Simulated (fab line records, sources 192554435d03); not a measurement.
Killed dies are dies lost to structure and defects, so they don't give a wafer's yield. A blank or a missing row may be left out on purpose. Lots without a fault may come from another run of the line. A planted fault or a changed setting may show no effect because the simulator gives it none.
One fault seen from 3 desks | flow n5_finfet | each desk has only its own numbers; what lay behind them comes last

THE METROLOGY DESK
What the gauges read, lot by lot, whatever tool the lot ran on: means of the sampled wafers that have a number. A lot is out of limits, marked OUT, if its mean lies more than 4 standard deviations from the usual mean; the brackets give that distance.
Columns: A = cd_nm at N5_PASSIVATION_CD_MEAS_44, usual 40000 nm
lot  | first seen here | A
L392 | day 12 13:05    | 40001
L393 | day 12 13:39    | 40000
L394 | day 12 23:59    | 40005
L395 | day 13 06:18    | 40002
L397 | day 13 23:13    | 40001
L404 | day 16 01:19    | 39968 (-10) OUT
L401 | day 16 01:54    | 39965 (-11) OUT
L408 | day 16 16:29    | 39996
L410 | day 17 19:37    | 39998
L413 | day 18 03:49    | 40000
This desk's finding: out of limits on L401, L404; first on L404, day 16 01:19 (cd_nm at N5_PASSIVATION_CD_MEAS_44). In limits: L392, L393, L394, L395, L397, L408, L410, L413.

THE TOOL OWNER'S DESK: krf_scanner-01
The tool's own readings at N5_PASSIVATION_EXPOSE_41 (exposes mask PASS OPEN, defocus 0 nm, target cd 40000 nm): means of the sampled wafers that have a number, for each lot that ran on this tool. A lot is out of limits, marked OUT, if its mean lies more than 4 standard deviations from the usual mean; the brackets give that distance.
Columns: A = exposure_dose_mJ_cm2 at N5_PASSIVATION_EXPOSE_41, usual 57.25
lot  | first seen here | A
L397 | day 13 23:02    | 57.25
L404 | day 16 01:08    | 51.98 (-93) OUT
L401 | day 16 01:44    | 52.06 (-91) OUT
This desk's finding: out of limits on L401, L404; first on L404, day 16 01:08 (exposure_dose_mJ_cm2 at N5_PASSIVATION_EXPOSE_41). In limits: L397.

THE DEFECT DESK
What the inspections along the route counted, lot by lot: means of the sampled wafers that have a number. A lot is out of limits, marked OUT, if its mean lies more than 4 standard deviations from the usual mean; the brackets give that distance.
Columns: A = raw_defect_count at N5_PASSIVATION_INSPECT_67, usual 2.2
lot  | first seen here | A
L392 | day 12 13:08    | 1.7
L393 | day 12 13:42    | 1.7
L394 | day 13 00:02    | 1.3
L395 | day 13 06:21    | 2.0
L397 | day 13 23:17    | 2.7
L404 | day 16 01:22    | 2.0
L401 | day 16 01:58    | 1.7
L408 | day 16 16:32    | 2.0
L410 | day 17 19:40    | 1.3
L413 | day 18 03:52    | 2.3
This desk's finding: nothing out of limits on any of the 10 lots.

PUT TOGETHER
The tool owner's desk could have raised an alarm at day 16 01:08, on L401, L404.
The metrology desk could have raised an alarm at day 16 01:19, on L401, L404.
The defect desk saw nothing out of limits.
The defect desk has L401, L404 on record, within its limits.
Of the lots named, all ran N5_PASSIVATION_EXPOSE_41 on krf_scanner-01.

WHAT THE SIMULATOR HAD PUT IN
Process parameter drift: krf_scanner-01, from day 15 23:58 on, at N5_PASSIVATION_EXPOSE_41. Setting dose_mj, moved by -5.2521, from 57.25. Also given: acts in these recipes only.
Lots struck among those shown: L401, L404.
Hours from the fault's start to each desk's first reading out of limits: the tool owner's desk, 1; the metrology desk, 1.
